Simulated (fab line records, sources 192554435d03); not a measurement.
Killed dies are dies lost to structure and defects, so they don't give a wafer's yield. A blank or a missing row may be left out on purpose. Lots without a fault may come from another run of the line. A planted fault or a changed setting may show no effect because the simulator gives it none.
fab line records | flow n5_finfet
record lots=5 wafers=15 last_day=17
route steps=1938 shown BEOL_M4@1099 BEOL_M5@1112 BEOL_M8@1332 PASSIVATION@1936
lots that met no fault: from a run of the same line without faults
start_h: hours from the record's first day to the start of the lot's first wafer shown | wait_h: hours since the lot's step before | " the same as in the row above | L1.1+2: a row that stands for several wafers | - no value, or no start given | * or withheld: withheld | < > ~ a bound
route shown NAME@n: a module of which the file shows steps, and the number in the route of the first | usual: mean/standard deviation of fault-free wafers | same: alike in all rows | chamber/n: place in a boat | sites: the reading at each site | _std_site: their standard deviation | _edge_site: outer sites' mean less inner sites' | radius_mm: how far each site lies from the wafer's centre | mask NAME#n: copy n | behind: the tool/chamber that last shaped the wafer | hold: why the lot was held/for how many hours/how that ended | device: the transistor (n, p or np) that didn't switch | end of line: the same wafers' tests at the end of the route | a step without rows: its recipe alone | killed: dies lost to structure and defects at the first sort, not the wafer's yield | map: a wafer's dies, x killed, . not, _ none there
set.NAME: the setting as run; set.NAME@STEP: as run at that earlier step | model.NAME: the simulator's own value behind a step, which no gauge read
lots at some steps of the route; a table a step, a row a wafer
services: from which hour (start_h, from the record's first day; less than 0 if before it) a tool's chamber was out of use, for how many hours, and why
## steps
# step N5_BEOL_M4_ANNEAL_95
# recipe temp_c=400 time_s=240 ambient=vacuum
# step N5_BEOL_M4_SPUTTER_96
# recipe material=Cu target_thk_a=45 temp_c=-20 chamber_pressure_pa=0.07 power_w=withheld time_s=8.29
# step N5_BEOL_M4_ECD_50
# recipe material=Cu target_thk_a=3000
# step N5_BEOL_M4_ANNEAL_51
# recipe temp_c=225 time_s=90 ambient=N2
# step N5_BEOL_M4_CMP_52
# recipe stop_on=SiOC t_overpolish_s=6.8 down_force_psi=1 platen_rpm=50 clearing_platen_down_force_psi=1.5 clearing_platen_rpm=50 post_cmp_clean=cu_alkaline target_thk_nm=40 clearing_platen_pad_velocity_m_s=0.99484 pad_velocity_m_s=0.99484
# step N5_BEOL_M4_PRE_CLEAN_60
# recipe gas=NH3/H2 time_s=15 temp_c=* rf_power_w=300
# step N5_BEOL_M4_CO_CAP_55
# recipe material=Co target_thk_a=20 temp_c=200 precursor=CCTBA/H2 pressure_torr=30 time_s=102.1
# step N5_BEOL_M4_PRE_CLEAN_56
# recipe gas=NH3 time_s=15 temp_c=withheld rf_power_w=300
# step N5_BEOL_M4_DEP_57
# recipe material=SiCN target_thk_a=80 temp_c=withheld precursor=3MS/NH3 pressure_torr=3 rf_w=202 time_s=14
# step N5_BEOL_M4_RC_MEAS_101
# usual DIBL_N=36.0/2.2 DIBL_P=36.2/2.4 IOFF_N=0.16/0.035 IOFF_P=0.21/0.037 ION_N=672/13 ION_P=461/7 SS_N=71.4/0.69 SS_P=73.2/0.75 VT_N=250/3.4 VT_P=-251/3
# columns lot.wafer tool chamber start_h wait_h DIBL_N[mV/V] DIBL_P[mV/V] IOFF_N[nA/um] IOFF_P[nA/um] ION_N[uA/um] ION_P[uA/um] SS_N[mV/dec] SS_P[mV/dec] VT_N[mV] VT_P[mV]
L758.2 prober-02 0 235.85 0.2 37.9 39.0 0.19 0.27 677 463 71.8 74.1 246 -249
L758.3 " 0 " " 34.0 33.4 0.13 0.17 679 462 69.7 72.4 249 -250
L758.5 " 0 " " 38.6 39.8 0.23 0.29 692 477 71.1 74.2 241 -245
L759.2 prober-01 0 240.85 0.2 36.1 36.7 0.15 0.19 676 460 71.7 73.5 249 -252
L759.4 " 0 " " 35.8 36.0 0.15 0.18 647 445 72.5 73.0 253 -253
L759.5 " 0 " " 37.6 37.9 0.18 0.22 682 462 71.8 73.2 248 -251
L760.4 prober-02 0 261.53 0.5 38.8 40.7 0.18 0.24 673 463 71.8 73.6 249 -246
L760.5 " 0 " " 37.5 39.5 0.16 0.21 654 452 72.1 73.4 250 -254
L760.6 " 0 " " 41.8 43.7 0.25 0.29 689 473 72.7 74.8 245 -244
L761.1 prober-02 0 264.42 0.0 35.7 36.6 0.16 0.26 674 473 71.2 73.6 250 -249
L761.2 " 0 " " 36.3 35.6 0.16 0.24 670 464 71.5 73.7 248 -247
L761.5 " 0 " " 34.7 33.7 0.14 0.21 664 467 71.6 72.2 252 -249
L768.2 prober-01 0 302.81 0.2 33.9 33.1 0.11 0.17 657 458 70.2 72.8 253 -254
L768.3 " 0 " " 36.3 35.1 0.14 0.19 669 457 71.1 73.5 251 -251
L768.5 " 0 " " 34.0 33.0 0.11 0.16 649 454 70.1 72.9 253 -253
# step N5_BEOL_M5_ILD_DEP_00
# recipe material=SiCOH_lowk target_thk_a=1406.4 temp_c=300 precursor=DEMS/porogen pressure_torr=5 rf_w=500 time_s=25.9
# step N5_BEOL_M5_CURE_79
# recipe temp_c=385 time_s=240 ambient=He/Ar material=SiCOH_lowk
# step N5_BEOL_M5_PECVD_70
# recipe material=SiO2 target_thk_a=160 temp_c=400 precursor=TEOS/O2 pressure_torr=5.5 rf_w=450 teos_flow_sccm=53.8 gas=O2 flow_sccm=3000 time_s=18
# step N5_BEOL_M5_HM_DEP_02
# recipe material=TiN target_thk_a=200 temp_c=25 chamber_pressure_pa=0.49996
# step N5_BEOL_M5_COAT_59
# recipe resist=SOC temp_c=250 time_s=60 spin_rpm=1500 resist_thk_nm=60
# step N5_BEOL_M5_COAT_60
# recipe resist=SiARC temp_c=220 time_s=60 spin_rpm=1500 resist_thk_nm=12
# step N5_BEOL_M5_COAT_71
# recipe resist=underlayer temp_c=205 time_s=60 spin_rpm=1500 resist_thk_nm=5
# step N5_BEOL_M5_COAT_05
# recipe resist=CAR-EUV spin_rpm=1500 resist_thk_nm=30
# step N5_BEOL_M5_EBR_07
# recipe solvent=PGMEA ebr_width_mm=1.5
# step N5_BEOL_M5_SOFTBAKE_06
# recipe temp_c=110 time_s=60 resist=CAR-EUV
# step N5_BEOL_M5_EXPOSE_08
# recipe mask_id=M5 na=0.33 source_shape=annular sigma_inner=0.4 sigma_outer=0.8 polarization=unpolarized target_cd_nm=28 dose_mj=35.75
# step N5_BEOL_M5_PEB_09
# recipe peb_temp_c=100 peb_time_s=60 resist=CAR-EUV
# step N5_BEOL_M5_DEVELOP_10
# recipe develop_time_s=30 developer=TMAH resist=CAR-EUV rinse_liquid=surfactant_rinse dry=air_spin dev_temp_c=23
# step N5_BEOL_M5_DESCUM_16
# recipe chemistry=O2 time_s=7 source_power_w=50 bias_power_w=20 pressure_mtorr=20 rf_frequency_hz=2.712e+07 temp_c=40 resist=CAR-EUV o2_flow_sccm=225
# step N5_BEOL_M5_ETCH_72
# recipe chemistry=N2/H2 target=underlayer target_depth_a=65 mask_material=CAR-EUV time_s=5.2 ion_energy_ev=200 pressure_mtorr=30 source_w=840 bias_w=150 n2_flow_sccm=200 h2_flow_sccm=200 ends=cleared
# step N5_BEOL_M5_ETCH_61
# recipe chemistry=CF4 target=SiARC target_depth_a=156 mask_material=CAR-EUV time_s=26 ion_energy_ev=80 pressure_mtorr=40 source_w=545 bias_w=36 Ar_flow_sccm=100 cf4_flow_sccm=100 ends=cleared
# step N5_BEOL_M5_ETCH_62
# recipe chemistry=N2/H2 target=SOC target_depth_a=750 overetch_a=150 mask_material=SiARC temp_c=40 time_s=112.5 ion_energy_ev=200 pressure_mtorr=30 source_w=840 bias_w=150 n2_flow_sccm=200 h2_flow_sccm=200
# step N5_BEOL_M5_STRIP_63
# recipe chemistry=N2/H2 temp_c=40 n2_flow_sccm=200 h2_flow_sccm=200 rf_frequency_hz=6e+07
# step N5_BEOL_M5_STRIP_73
# recipe chemistry=N2/H2 temp_c=40 n2_flow_sccm=200 h2_flow_sccm=200 rf_frequency_hz=6e+07
# step N5_BEOL_M5_STRIP_64
# recipe chemistry=CF4 resist=SiARC power_w=300 bias_power_w=75 pressure_mtorr=50 cf4_flow_sccm=150 rf_frequency_hz=6e+07
# step N5_BEOL_M5_HM_OPEN_17
# recipe chemistry=Cl2/BCl3 target_depth_a=200 overetch_a=60 target=TiN mask_material=SOC ion_energy_ev=150 pressure_mtorr=10 icp_w=1000 bias_w=126 Cl2_flow_sccm=53.25 bcl3_flow_sccm=21.75 Ar_flow_sccm=25
# step N5_BEOL_M5_STRIP_19
# recipe chemistry=O2 power_w=400 temp_c=40 pressure_mtorr=30 rf_frequency_hz=6e+07 bias_power_w=0 overash_fraction=0.2 o2_flow_sccm=225
# step N5_BEOL_M5_COAT_65
# recipe resist=SOC temp_c=250 time_s=60 spin_rpm=1500 resist_thk_nm=60
# step N5_BEOL_M5_COAT_66
# recipe resist=SiARC temp_c=220 time_s=60 spin_rpm=1500 resist_thk_nm=12
# step N5_BEOL_M8_ILD_DEP_00
# recipe material=SiCOH_lowk target_thk_a=1797.5 temp_c=300 precursor=DEMS/porogen pressure_torr=5 rf_w=500 time_s=33.4
# usual chamber_pressure_Torr=5.000/0.011 heater_power_outer_w=158/51 heater_power_w=322/75 showerhead_plenum_p_Torr=5.746/0.017 throttle_valve_pct=13.8/1.1
# columns lot.wafer tool chamber start_h wait_h chamber_pressure_Torr heater_power_outer_w heater_power_w showerhead_plenum_p_Torr throttle_valve_pct
L758.2 pecvd-04 0 265.58 0.0 4.999 182 340 5.747 13.2
L758.3 " 2 " " 4.994 145 297 5.750 13.1
L758.5 " 0 " " 5.014 181 337 5.731 13.2
L759.2 pecvd-04 1 274.48 0.0 - - - - -
L759.4 " 1 " " - - - - -
L759.5 " 2 " " - - - - -
L760.4 pecvd-04 2 289.66 0.1 - - - - -
L760.5 " 0 " " - - - - -
L760.6 " 1 " " - - - - -
L761.1 pecvd-04 0 294.55 0.0 - - - - -
L761.2 " 2 " " - - - - -
L761.5 " 0 " " - - - - -
L768.2 pecvd-04 2 334.54 0.0 4.995 115 256 5.735 13.5
L768.3 " 1 " " 4.999 108 254 5.724 14.5
L768.5 " 2 " " 4.988 118 254 5.770 13.3
# step N5_BEOL_M8_OCD_MEAS_38
# usual trench_depth_nm=93.3/1.4
# columns lot.wafer tool chamber start_h wait_h trench_depth_nm
L758.2 ocd-01 - 271.89 - 91.0
L758.3 " - " " 93.7
L758.5 " - " " 92.5
L759.2 ocd-01 - 278.82 - -
L759.4 " - " " -
L759.5 " - " " -
L760.4 ocd-01 - 295.57 - -
L760.5 " - " " -
L760.6 " - " " -
L761.1 ocd-02 - 298.60 - -
L761.2 " - " " -
L761.5 " - " " -
L768.2 ocd-02 - 340.16 - 93.3
L768.3 " - " " 92.6
L768.5 " - " " 91.7
# step N5_PASSIVATION_PROBE_49
# usual defect_limited_yield=91.2/1.4 killed_at_M0_to_M3=34/9.4 killed_at_M4_up=14/5.6 killed_at_contacts=13/7.8 killed_at_front_end=37/10 killed_at_other=4/3.3 killed_dies=103/17 killed_on_rim=14/3.5 killed_open=68/13 killed_short=33/8.2 sort_bin_5_function=5.1/0.92 sort_bin_6_memory=3.3/0.71 sort_n_pass=1077/17 sort_yield_pct=91.2/1.4
# same gross_dies=1180 killed_at_back_side=0 sort_bin_4_leakage[%]=0 sort_bin_8_speed[%]=0
# columns lot.wafer tool chamber start_h wait_h defect_limited_yield[%] killed_at_M0_to_M3 killed_at_M4_up killed_at_contacts killed_at_front_end killed_at_other killed_dies killed_on_rim killed_open killed_short sort_bin_5_function[%] sort_bin_6_memory[%] sort_n_pass sort_yield_pct[%]
L758.2 prober-02 - 343.88 0.1 92.8 20 9 8 45 3 85 9 59 24 4.0 3.1 1095 92.8
L758.3 prober-02 - 343.93 0.1 91.5 24 14 12 44 6 100 13 67 33 5.5 2.8 1080 91.5
L758.5 prober-02 - 344.03 0.2 90.4 25 19 10 52 7 113 19 78 34 5.8 3.3 1067 90.4
L759.2 prober-02 - 347.19 0.1 0 4 1167 1 8 0 1180 152 8 6 71.5 2.4 0 0
L759.4 prober-02 - 347.29 0.2 0 7 1163 3 7 0 1180 152 13 5 72.2 3.0 0 0
L759.5 prober-02 - 347.34 0.2 0 7 1168 1 2 2 1180 152 9 3 72.9 2.1 0 0
L760.4 prober-01 - 362.92 0.2 0 12 1157 2 7 2 1180 152 19 5 71.4 3.6 0 0
L760.5 prober-01 - 362.97 0.2 0 3 1169 4 3 1 1180 152 9 2 73.9 2.8 0 0
L760.6 prober-01 - 363.02 0.3 0 4 1160 4 12 0 1180 152 15 5 74.3 2.6 0 0
L761.1 prober-02 - 372.54 0.0 0 9 1163 2 6 0 1180 152 12 7 75.0 2.9 0 0
L761.2 prober-02 - 372.59 0.1 0 5 1169 3 3 0 1180 152 3 8 73.9 2.9 0 0
L761.5 prober-02 - 372.74 0.2 0 8 1160 5 7 0 1180 152 14 7 73.2 2.4 0 0
L768.2 prober-01 - 407.94 0.1 89.7 35 13 19 51 4 122 18 77 45 6.3 3.6 1058 89.7
L768.3 prober-01 - 407.99 0.1 88.6 43 17 15 58 2 135 18 79 54 6.6 4.2 1045 88.6
L768.5 prober-01 - 408.09 0.2 90.3 30 15 24 43 2 114 11 76 38 6.1 3.5 1066 90.3
# killed by level:class
L758.2 STI_FIN_REVEAL:geometric_particle:open=16 MOL_CONTACT_COAG:geometric_particle:open=7 BEOL_M0_SAQP:geometric_particle:short=6 FIN_SAQP:geometric_particle:short=4 BEOL_M0_SAQP:geometric_particle:open=4 STI_FIN_REVEAL:geometric_particle:short=3 DUMMY_GATE:geometric_particle:open=3 ILD0:geometric_particle:open=3
L758.3 STI_FIN_REVEAL:geometric_particle:open=12 MOL_CONTACT_COAG:geometric_particle:open=10 FIN_SAQP:geometric_particle:open=8 BEOL_M0_SAQP:geometric_particle:short=8 FIN_SAQP:geometric_particle:short=6 GATE_CUT:geometric_particle:short=6 BEOL_M5:geometric_particle:open=5 BEOL_M0_SAQP:geometric_particle:open=4
L758.5 STI_FIN_REVEAL:geometric_particle:open=17 MOL_CONTACT_COAG:geometric_particle:open=10 BEOL_M0_SAQP:geometric_particle:open=9 FIN_SAQP:geometric_particle:open=7 STI_FIN_REVEAL:geometric_particle:short=7 BEOL_M4:geometric_particle:open=6 ILD0:geometric_particle:open=4 FIN_SAQP:geometric_particle:short=4
L759.2 BEOL_M8:lost_pattern=1163 BEOL_M8:area_dep=3 ILD0:geometric_particle:short=2 STARTING-WAFER:geometric_particle:short=2 STI_FIN_REVEAL:geometric_particle:open=1 DUMMY_GATE:geometric_particle:open=1 ILD0:geometric_particle:open=1 GATE_CUT:geometric_particle:open=1
L759.4 BEOL_M8:lost_pattern=1155 BEOL_M8:area_dep=7 MOL_CONTACT_COAG:geometric_particle:open=3 BEOL_M0_SAQP:geometric_particle:short=3 STI_FIN_REVEAL:geometric_particle:open=2 DUMMY_GATE:geometric_particle:open=2 BEOL_M3:geometric_particle:open=2 FIN_SAQP:geometric_particle:open=1
L759.5 BEOL_M8:lost_pattern=1163 BEOL_M8:area_dep=5 BEOL_M0_SAQP:geometric_particle:open=3 STI_FIN_REVEAL:geometric_particle:open=2 BEOL_M2:geometric_particle:open=2 MOL_CONTACT_COAG:geometric_particle:short=1 BEOL_M3:geometric_particle:short=1 BEOL_M3:geometric_particle:open=1
L760.4 BEOL_M8:lost_pattern=1154 BEOL_M0_SAQP:geometric_particle:open=5 FIN_SAQP:geometric_particle:open=2 BEOL_M0:geometric_particle:open=2 BEOL_M3:geometric_particle:open=2 BEOL_M8:area_dep=2 FIN_SAQP:geometric_particle:short=1 DUMMY_GATE:geometric_particle:open=1
L760.5 BEOL_M8:lost_pattern=1163 BEOL_M8:area_dep=6 MOL_CONTACT_COAG:geometric_particle:open=3 FIN_SAQP:geometric_particle:open=2 BEOL_M0:geometric_particle:open=2 FIN_SAQP:geometric_particle:short=1 MOL_CONTACT_COAG:geometric_particle:short=1 BEOL_M0_SAQP:geometric_particle:open=1
L760.6 BEOL_M8:lost_pattern=1150 BEOL_M8:area_dep=9 STI_FIN_REVEAL:geometric_particle:open=4 MOL_CONTACT_COAG:geometric_particle:open=4 DUMMY_GATE:geometric_particle:short=2 FIN_SAQP:geometric_particle:open=1 DUMMY_GATE:geometric_particle:open=1 ILD0:geometric_particle:short=1
L761.1 BEOL_M8:lost_pattern=1156 BEOL_M8:area_dep=5 BEOL_M0_SAQP:geometric_particle:short=4 BEOL_M0_SAQP:geometric_particle:open=3 STI_FIN_REVEAL:geometric_particle:open=2 MOL_CONTACT_COAG:geometric_particle:open=2 FIN_SAQP:geometric_particle:short=1 STI_FIN_REVEAL:geometric_particle:short=1
L761.2 BEOL_M8:lost_pattern=1164 BEOL_M8:area_dep=5 BEOL_M0_SAQP:geometric_particle:short=4 MOL_CONTACT_COAG:geometric_particle:open=2 FIN_SAQP:geometric_particle:short=1 ILD0:geometric_particle:open=1 GATE_CUT:geometric_particle:short=1 MOL_CONTACT_COAG:geometric_particle:short=1
L761.5 BEOL_M8:lost_pattern=1153 BEOL_M8:area_dep=6 MOL_CONTACT_COAG:geometric_particle:open=4 FIN_SAQP:geometric_particle:open=2 BEOL_M1:geometric_particle:open=2 BEOL_M2:geometric_particle:open=2 FIN_SAQP:geometric_particle:short=1 BEOL_M3:geometric_particle:open=1
L768.2 MOL_CONTACT_COAG:geometric_particle:open=14 STI_FIN_REVEAL:geometric_particle:open=14 BEOL_M3:geometric_particle:open=9 BEOL_M1:geometric_particle:open=8 STI_FIN_REVEAL:geometric_particle:short=7 FIN_SAQP:geometric_particle:short=7 BEOL_M0_SAQP:geometric_particle:open=6 BEOL_M4:geometric_particle:open=5
L768.3 FIN_SAQP:geometric_particle:short=20 BEOL_M0_SAQP:geometric_particle:short=14 FIN_SAQP:geometric_particle:open=11 MOL_CONTACT_COAG:geometric_particle:open=11 STI_FIN_REVEAL:geometric_particle:open=9 BEOL_M0_SAQP:geometric_particle:open=9 BEOL_M4:geometric_particle:open=8 BEOL_M3:geometric_particle:open=6
L768.5 MOL_CONTACT_COAG:geometric_particle:open=20 FIN_SAQP:geometric_particle:short=13 BEOL_M2:geometric_particle:open=9 FIN_SAQP:geometric_particle:open=6 DUMMY_GATE:geometric_particle:open=5 BEOL_M0_SAQP:geometric_particle:short=5 STI_FIN_REVEAL:geometric_particle:open=4 MOL_CONTACT_COAG:geometric_particle:short=4
# map L759.2 (x killed, . not)
_________________xxxxxxxxxxxx________________
______________xxxxxxxxxxxxxxxxxx_____________
___________xxxxxxxxxxxxxxxxxxxxxxxx__________
__________xxxxxxxxxxxxxxxxxxxxxxxxxx_________
________xxxxxxxxxxxxxxxxxxxxxxxxxxxxxx_______
_______xxxxxxxxxxxxxxxxxxxxxxxxxxxxxxxx______
______xxxxxxxxxxxxxxxxxxxxxxxxxxxxxxxxxx_____
_____xxxxxxxxxxxxxxxxxxxxxxxxxxxxxxxxxxxx____
____xxxxxxxxxxxxxxxxxxxxxxxxxxxxxxxxxxxxxx___
___xxxxxxxxxxxxxxxxxxxxxxxxxxxxxxxxxxxxxxxx__
___xxxxxxxxxxxxxxxxxxxxxxxxxxxxxxxxxxxxxxxx__
__xxxxxxxxxxxxxxxxxxxxxxxxxxxxxxxxxxxxxxxxxx_
__xxxxxxxxxxxxxxxxxxxxxxxxxxxxxxxxxxxxxxxxxx_
_xxxxxxxxxxxxxxxxxxxxxxxxxxxxxxxxxxxxxxxxxxxx
_xxxxxxxxxxxxxxxxxxxxxxxxxxxxxxxxxxxxxxxxxxxx
_xxxxxxxxxxxxxxxxxxxxxxxxxxxxxxxxxxxxxxxxxxxx
_xxxxxxxxxxxxxxxxxxxxxxxxxxxxxxxxxxxxxxxxxxxx
_xxxxxxxxxxxxxxxxxxxxxxxxxxxxxxxxxxxxxxxxxxxx
_xxxxxxxxxxxxxxxxxxxxxxxxxxxxxxxxxxxxxxxxxxxx
_xxxxxxxxxxxxxxxxxxxxxxxxxxxxxxxxxxxxxxxxxxxx
_xxxxxxxxxxxxxxxxxxxxxxxxxxxxxxxxxxxxxxxxxxxx
__xxxxxxxxxxxxxxxxxxxxxxxxxxxxxxxxxxxxxxxxxx_
__xxxxxxxxxxxxxxxxxxxxxxxxxxxxxxxxxxxxxxxxxx_
___xxxxxxxxxxxxxxxxxxxxxxxxxxxxxxxxxxxxxxxx__
___xxxxxxxxxxxxxxxxxxxxxxxxxxxxxxxxxxxxxxxx__
____xxxxxxxxxxxxxxxxxxxxxxxxxxxxxxxxxxxxxx___
_____xxxxxxxxxxxxxxxxxxxxxxxxxxxxxxxxxxxx____
______xxxxxxxxxxxxxxxxxxxxxxxxxxxxxxxxxx_____
_______xxxxxxxxxxxxxxxxxxxxxxxxxxxxxxxx______
________xxxxxxxxxxxxxxxxxxxxxxxxxxxxxx_______
__________xxxxxxxxxxxxxxxxxxxxxxxxxx_________
___________xxxxxxxxxxxxxxxxxxxxxxxx__________
______________xxxxxxxxxxxxxxxxxx_____________
_________________xxxxxxxxxxxx________________
# map L760.4 (x killed, . not)
_________________xxxxxxxxxxxx________________
______________xxxxxxxxxxxxxxxxxx_____________
___________xxxxxxxxxxxxxxxxxxxxxxxx__________
__________xxxxxxxxxxxxxxxxxxxxxxxxxx_________
________xxxxxxxxxxxxxxxxxxxxxxxxxxxxxx_______
_______xxxxxxxxxxxxxxxxxxxxxxxxxxxxxxxx______
______xxxxxxxxxxxxxxxxxxxxxxxxxxxxxxxxxx_____
_____xxxxxxxxxxxxxxxxxxxxxxxxxxxxxxxxxxxx____
____xxxxxxxxxxxxxxxxxxxxxxxxxxxxxxxxxxxxxx___
___xxxxxxxxxxxxxxxxxxxxxxxxxxxxxxxxxxxxxxxx__
___xxxxxxxxxxxxxxxxxxxxxxxxxxxxxxxxxxxxxxxx__
__xxxxxxxxxxxxxxxxxxxxxxxxxxxxxxxxxxxxxxxxxx_
__xxxxxxxxxxxxxxxxxxxxxxxxxxxxxxxxxxxxxxxxxx_
_xxxxxxxxxxxxxxxxxxxxxxxxxxxxxxxxxxxxxxxxxxxx
_xxxxxxxxxxxxxxxxxxxxxxxxxxxxxxxxxxxxxxxxxxxx
_xxxxxxxxxxxxxxxxxxxxxxxxxxxxxxxxxxxxxxxxxxxx
_xxxxxxxxxxxxxxxxxxxxxxxxxxxxxxxxxxxxxxxxxxxx
_xxxxxxxxxxxxxxxxxxxxxxxxxxxxxxxxxxxxxxxxxxxx
_xxxxxxxxxxxxxxxxxxxxxxxxxxxxxxxxxxxxxxxxxxxx
_xxxxxxxxxxxxxxxxxxxxxxxxxxxxxxxxxxxxxxxxxxxx
_xxxxxxxxxxxxxxxxxxxxxxxxxxxxxxxxxxxxxxxxxxxx
__xxxxxxxxxxxxxxxxxxxxxxxxxxxxxxxxxxxxxxxxxx_
__xxxxxxxxxxxxxxxxxxxxxxxxxxxxxxxxxxxxxxxxxx_
___xxxxxxxxxxxxxxxxxxxxxxxxxxxxxxxxxxxxxxxx__
___xxxxxxxxxxxxxxxxxxxxxxxxxxxxxxxxxxxxxxxx__
____xxxxxxxxxxxxxxxxxxxxxxxxxxxxxxxxxxxxxx___
_____xxxxxxxxxxxxxxxxxxxxxxxxxxxxxxxxxxxx____
______xxxxxxxxxxxxxxxxxxxxxxxxxxxxxxxxxx_____
_______xxxxxxxxxxxxxxxxxxxxxxxxxxxxxxxx______
________xxxxxxxxxxxxxxxxxxxxxxxxxxxxxx_______
__________xxxxxxxxxxxxxxxxxxxxxxxxxx_________
___________xxxxxxxxxxxxxxxxxxxxxxxx__________
______________xxxxxxxxxxxxxxxxxx_____________
_________________xxxxxxxxxxxx________________
## services
# columns tool chamber start_h hours kind
pecvd-04 - 305.66 14.0 repair
## key
first_sign step=N5_BEOL_M8_ILD_DEP_00 reading=tool_record direction=missing
effect step=N5_BEOL_M8_OCD_MEAS_38 reading=trench_depth_nm direction=missing
effect step=N5_PASSIVATION_PROBE_49 reading=killed_at_M4_up direction=up sigmas=99+ usual=14 struck=1164
met_at N5_BEOL_M8_ILD_DEP_00
struck_wafers L759.2,L759.4,L759.5,L760.4,L760.5,L760.6,L761.1,L761.2,L761.5
later_rows_left_out L759.2,L759.4,L759.5,L760.4,L760.5,L760.6,L761.1,L761.2,L761.5
onset_between 265.58 274.48
fault kind=skipped_step_whole tool=pecvd-04 chamber=- onset_h=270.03 steps=N5_BEOL_M8_ILD_DEP_00 scope=struck_lots_only
# later_rows_left_out: the simulator's readings of these wafers behind a module that went badly wrong aren't trusted and aren't shown, but for the sort
